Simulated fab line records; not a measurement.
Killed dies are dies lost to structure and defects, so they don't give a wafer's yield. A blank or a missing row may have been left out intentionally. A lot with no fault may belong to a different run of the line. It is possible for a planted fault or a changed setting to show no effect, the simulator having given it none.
Lot-split experiment :: flow n5Finfet :: 39 wafers read across 7 lots, on a route 1938 steps long

## ABOUT THE SPLIT
At N5_PMOS_HMC_CHANNEL_EPI_EPI_20 (deposits SiGe30, target thk 59 nm), the setting tempC was moved away from the recipe's 600 C on 12 of the 39 wafers read, by -1.1% to +0.3%. All remaining wafers had this setting at the recipe value.

The split's own step is where the reading is taken.

## THE READING
SiGe30_of_PMOS_HMC_CHANNEL_EPI_EPI_20.thkNm (the simulator's own value, which no gauge read), in nm, at N5_PMOS_HMC_CHANNEL_EPI_EPI_20 (deposits SiGe30, target thk 59 nm). No usual value for it is given in the file. Here, 27 wafers ran the recipe; their average is 58.70 nm with a standard deviation of 0.39 nm.

wafer: L075.1
tool, chamber at the split: epiRpcvd-03, 0
tempC as run, C: 600
against the recipe: recipe
SiGe30_of_PMOS_HMC_CHANNEL_EPI_EPI_20.thkNm, nm: 58.95
against lot-mates on the recipe: -

wafer: L075.2
tool, chamber at the split: epiRpcvd-03, 0
tempC as run, C: 597
against the recipe: -0.5%
SiGe30_of_PMOS_HMC_CHANNEL_EPI_EPI_20.thkNm, nm: 56.22
against lot-mates on the recipe: -2.74

wafer: L075.3
tool, chamber at the split: epiRpcvd-03, 0
tempC as run, C: 600
against the recipe: recipe
SiGe30_of_PMOS_HMC_CHANNEL_EPI_EPI_20.thkNm, nm: 58.8
against lot-mates on the recipe: -

wafer: L075.4
tool, chamber at the split: epiRpcvd-03, 0
tempC as run, C: 600
against the recipe: recipe
SiGe30_of_PMOS_HMC_CHANNEL_EPI_EPI_20.thkNm, nm: 59.12
against lot-mates on the recipe: -

wafer: L075.5
tool, chamber at the split: epiRpcvd-03, 0
tempC as run, C: 597
against the recipe: -0.5%
SiGe30_of_PMOS_HMC_CHANNEL_EPI_EPI_20.thkNm, nm: 56.26
against lot-mates on the recipe: -2.70

wafer: L075.6
tool, chamber at the split: epiRpcvd-03, 0
tempC as run, C: 597
against the recipe: -0.5%
SiGe30_of_PMOS_HMC_CHANNEL_EPI_EPI_20.thkNm, nm: 55.63
against lot-mates on the recipe: -3.33

wafer: L079.1
tool, chamber at the split: epiRpcvd-03, 0
tempC as run, C: 601.9
against the recipe: +0.3%
SiGe30_of_PMOS_HMC_CHANNEL_EPI_EPI_20.thkNm, nm: 61.53
against lot-mates on the recipe: +2.67

wafer: L079.2
tool, chamber at the split: epiRpcvd-03, 0
tempC as run, C: 600
against the recipe: recipe
SiGe30_of_PMOS_HMC_CHANNEL_EPI_EPI_20.thkNm, nm: 58.97
against lot-mates on the recipe: -

wafer: L079.3
tool, chamber at the split: epiRpcvd-03, 0
tempC as run, C: 601.9
against the recipe: +0.3%
SiGe30_of_PMOS_HMC_CHANNEL_EPI_EPI_20.thkNm, nm: 61.31
against lot-mates on the recipe: +2.45

wafer: L079.4
tool, chamber at the split: epiRpcvd-03, 0
tempC as run, C: 600
against the recipe: recipe
SiGe30_of_PMOS_HMC_CHANNEL_EPI_EPI_20.thkNm, nm: 58.88
against lot-mates on the recipe: -

wafer: L079.5
tool, chamber at the split: epiRpcvd-03, 0
tempC as run, C: 601.9
against the recipe: +0.3%
SiGe30_of_PMOS_HMC_CHANNEL_EPI_EPI_20.thkNm, nm: 60.56
against lot-mates on the recipe: +1.70

wafer: L079.6
tool, chamber at the split: epiRpcvd-03, 0
tempC as run, C: 600
against the recipe: recipe
SiGe30_of_PMOS_HMC_CHANNEL_EPI_EPI_20.thkNm, nm: 58.73
against lot-mates on the recipe: -

wafer: L085.1
tool, chamber at the split: epiRpcvd-03, 0
tempC as run, C: 600
against the recipe: recipe
SiGe30_of_PMOS_HMC_CHANNEL_EPI_EPI_20.thkNm, nm: 58.66
against lot-mates on the recipe: -

wafer: L085.4
tool, chamber at the split: epiRpcvd-03, 0
tempC as run, C: 600
against the recipe: recipe
SiGe30_of_PMOS_HMC_CHANNEL_EPI_EPI_20.thkNm, nm: 58.55
against lot-mates on the recipe: -

wafer: L085.5
tool, chamber at the split: epiRpcvd-03, 0
tempC as run, C: 600
against the recipe: recipe
SiGe30_of_PMOS_HMC_CHANNEL_EPI_EPI_20.thkNm, nm: 58.91
against lot-mates on the recipe: -

wafer: L088.1
tool, chamber at the split: epiRpcvd-03, 0
tempC as run, C: 600
against the recipe: recipe
SiGe30_of_PMOS_HMC_CHANNEL_EPI_EPI_20.thkNm, nm: 58.36
against lot-mates on the recipe: -

wafer: L088.2
tool, chamber at the split: epiRpcvd-03, 0
tempC as run, C: 600
against the recipe: recipe
SiGe30_of_PMOS_HMC_CHANNEL_EPI_EPI_20.thkNm, nm: 58.84
against lot-mates on the recipe: -

wafer: L088.3
tool, chamber at the split: epiRpcvd-03, 0
tempC as run, C: 600
against the recipe: recipe
SiGe30_of_PMOS_HMC_CHANNEL_EPI_EPI_20.thkNm, nm: 57.87
against lot-mates on the recipe: -

wafer: L088.4
tool, chamber at the split: epiRpcvd-03, 0
tempC as run, C: 600
against the recipe: recipe
SiGe30_of_PMOS_HMC_CHANNEL_EPI_EPI_20.thkNm, nm: 58.53
against lot-mates on the recipe: -

wafer: L088.5
tool, chamber at the split: epiRpcvd-03, 0
tempC as run, C: 600
against the recipe: recipe
SiGe30_of_PMOS_HMC_CHANNEL_EPI_EPI_20.thkNm, nm: 58.3
against lot-mates on the recipe: -

wafer: L088.6
tool, chamber at the split: epiRpcvd-03, 0
tempC as run, C: 600
against the recipe: recipe
SiGe30_of_PMOS_HMC_CHANNEL_EPI_EPI_20.thkNm, nm: 58.44
against lot-mates on the recipe: -

wafer: L089.1
tool, chamber at the split: epiRpcvd-04, 0
tempC as run, C: 600
against the recipe: recipe
SiGe30_of_PMOS_HMC_CHANNEL_EPI_EPI_20.thkNm, nm: 58.2
against lot-mates on the recipe: -

wafer: L089.2
tool, chamber at the split: epiRpcvd-04, 0
tempC as run, C: 593.2
against the recipe: -1.1%
SiGe30_of_PMOS_HMC_CHANNEL_EPI_EPI_20.thkNm, nm: 52.34
against lot-mates on the recipe: -6.02

wafer: L089.3
tool, chamber at the split: epiRpcvd-04, 0
tempC as run, C: 593.2
against the recipe: -1.1%
SiGe30_of_PMOS_HMC_CHANNEL_EPI_EPI_20.thkNm, nm: 52.39
against lot-mates on the recipe: -5.97

wafer: L089.4
tool, chamber at the split: epiRpcvd-04, 0
tempC as run, C: 600
against the recipe: recipe
SiGe30_of_PMOS_HMC_CHANNEL_EPI_EPI_20.thkNm, nm: 58.65
against lot-mates on the recipe: -

wafer: L089.5
tool, chamber at the split: epiRpcvd-04, 0
tempC as run, C: 600
against the recipe: recipe
SiGe30_of_PMOS_HMC_CHANNEL_EPI_EPI_20.thkNm, nm: 58.22
against lot-mates on the recipe: -

wafer: L089.6
tool, chamber at the split: epiRpcvd-04, 0
tempC as run, C: 593.2
against the recipe: -1.1%
SiGe30_of_PMOS_HMC_CHANNEL_EPI_EPI_20.thkNm, nm: 51.58
against lot-mates on the recipe: -6.78

wafer: L094.1
tool, chamber at the split: epiRpcvd-02, 0
tempC as run, C: 600
against the recipe: recipe
SiGe30_of_PMOS_HMC_CHANNEL_EPI_EPI_20.thkNm, nm: 59.66
against lot-mates on the recipe: -

wafer: L094.2
tool, chamber at the split: epiRpcvd-02, 0
tempC as run, C: 600
against the recipe: recipe
SiGe30_of_PMOS_HMC_CHANNEL_EPI_EPI_20.thkNm, nm: 58.87
against lot-mates on the recipe: -

wafer: L094.3
tool, chamber at the split: epiRpcvd-02, 0
tempC as run, C: 601.9
against the recipe: +0.3%
SiGe30_of_PMOS_HMC_CHANNEL_EPI_EPI_20.thkNm, nm: 61.13
against lot-mates on the recipe: +2.16

wafer: L094.4
tool, chamber at the split: epiRpcvd-02, 0
tempC as run, C: 601.9
against the recipe: +0.3%
SiGe30_of_PMOS_HMC_CHANNEL_EPI_EPI_20.thkNm, nm: 62.16
against lot-mates on the recipe: +3.19

wafer: L094.5
tool, chamber at the split: epiRpcvd-02, 0
tempC as run, C: 601.9
against the recipe: +0.3%
SiGe30_of_PMOS_HMC_CHANNEL_EPI_EPI_20.thkNm, nm: 61.77
against lot-mates on the recipe: +2.80

wafer: L094.6
tool, chamber at the split: epiRpcvd-02, 0
tempC as run, C: 600
against the recipe: recipe
SiGe30_of_PMOS_HMC_CHANNEL_EPI_EPI_20.thkNm, nm: 58.37
against lot-mates on the recipe: -

wafer: L097.1
tool, chamber at the split: epiRpcvd-02, 0
tempC as run, C: 600
against the recipe: recipe
SiGe30_of_PMOS_HMC_CHANNEL_EPI_EPI_20.thkNm, nm: 59.47
against lot-mates on the recipe: -

wafer: L097.2
tool, chamber at the split: epiRpcvd-02, 0
tempC as run, C: 600
against the recipe: recipe
SiGe30_of_PMOS_HMC_CHANNEL_EPI_EPI_20.thkNm, nm: 58.91
against lot-mates on the recipe: -

wafer: L097.3
tool, chamber at the split: epiRpcvd-02, 0
tempC as run, C: 600
against the recipe: recipe
SiGe30_of_PMOS_HMC_CHANNEL_EPI_EPI_20.thkNm, nm: 58.86
against lot-mates on the recipe: -

wafer: L097.4
tool, chamber at the split: epiRpcvd-02, 0
tempC as run, C: 600
against the recipe: recipe
SiGe30_of_PMOS_HMC_CHANNEL_EPI_EPI_20.thkNm, nm: 58.48
against lot-mates on the recipe: -

wafer: L097.5
tool, chamber at the split: epiRpcvd-02, 0
tempC as run, C: 600
against the recipe: recipe
SiGe30_of_PMOS_HMC_CHANNEL_EPI_EPI_20.thkNm, nm: 58.26
against lot-mates on the recipe: -

wafer: L097.6
tool, chamber at the split: epiRpcvd-02, 0
tempC as run, C: 600
against the recipe: recipe
SiGe30_of_PMOS_HMC_CHANNEL_EPI_EPI_20.thkNm, nm: 59.05
against lot-mates on the recipe: -

FIT RESULTS
A straight line over all 39 wafers: SiGe30_of_PMOS_HMC_CHANNEL_EPI_EPI_20.thkNm changes by +6.17 nm for each +1% of tempC; r = +0.98; the points scatter about the line by 0.5 nm.
The same after taking each lot's own level away (the mean of its wafers on the recipe; 39 wafers): +5.91 nm for each +1%; r = +0.98; scatter 0.43 nm.
On that fit, the largest move of tempC shifts the reading by 6.7 nm.
Measured against the standard deviation above, the lots' own levels, which go from 58.357 to 58.967 nm, span 1.6 times it.
The two slopes are in agreement: the lot-to-lot level therefore moves the slope only a little.
Check: -6.75 nm against its lot-mates is what the line predicts for one of the wafers moved furthest among these (-1.1%) when that wafer is left out of the fit. Against them it came out at -6.02 nm.

## FILE'S OWN FIT
SiGe30_of_PMOS_HMC_CHANNEL_EPI_EPI_20.thkNm changes by +5.84 nm for each +1% of tempC, r = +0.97.
